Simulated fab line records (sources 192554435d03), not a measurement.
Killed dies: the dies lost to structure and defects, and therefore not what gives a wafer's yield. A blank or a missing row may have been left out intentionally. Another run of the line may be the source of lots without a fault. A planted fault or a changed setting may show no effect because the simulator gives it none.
Chamber matching -- flow n5Finfet -- N5_HKMG_FIN_ETCH_67 on rieDiel-02: 4 sister chambers
The step etches SOC in N2/H2, stops on TiN, target depth 388.9 nm. 4 wafers are shown with their chamber, then 8 later ones without.

WAFERS, EACH WITH ITS CHAMBER
wafer,chamber,throttleValvePct (%)
L092.1,3,17.95
L092.2,2,17.90
L092.3,1,18.05
L093.1,0,18.36

WAFERS WITH NO CHAMBER GIVEN
wafer,throttleValvePct (%)
L093.3,17.90
L093.4,17.94
L095.2,18.06
L095.5,17.95
L095.6,18.08
L096.3,17.96
L096.5,18.36
L096.6,17.96

THE CHAMBER EACH PASSED THROUGH
wafer,from the rows above,in truth
L093.3,2,2
L093.4,3,3
L095.2,1,1
L095.5,3,3
L095.6,1,1
L096.3,3,3
L096.5,0,0
L096.6,3,3
Correct placement for 8 of the 8. Can't be placed from these rows: 0. Number placed wrongly: 0.
How it was worked out, from the rows above alone: a wafer's distance from a chamber is the root of the sum, over the readings, of the square of ((its reading less the chamber's mean) divided by the reading's scatter). If the next closest chamber is less than 2 further off than the closest, the wafer can't be placed; otherwise it belongs to the closest. A chamber's mean is the mean of its shown wafers. The scatter: with one shown wafer a chamber, the root of the mean of the squares of how far each hidden wafer lies from its nearest shown one.
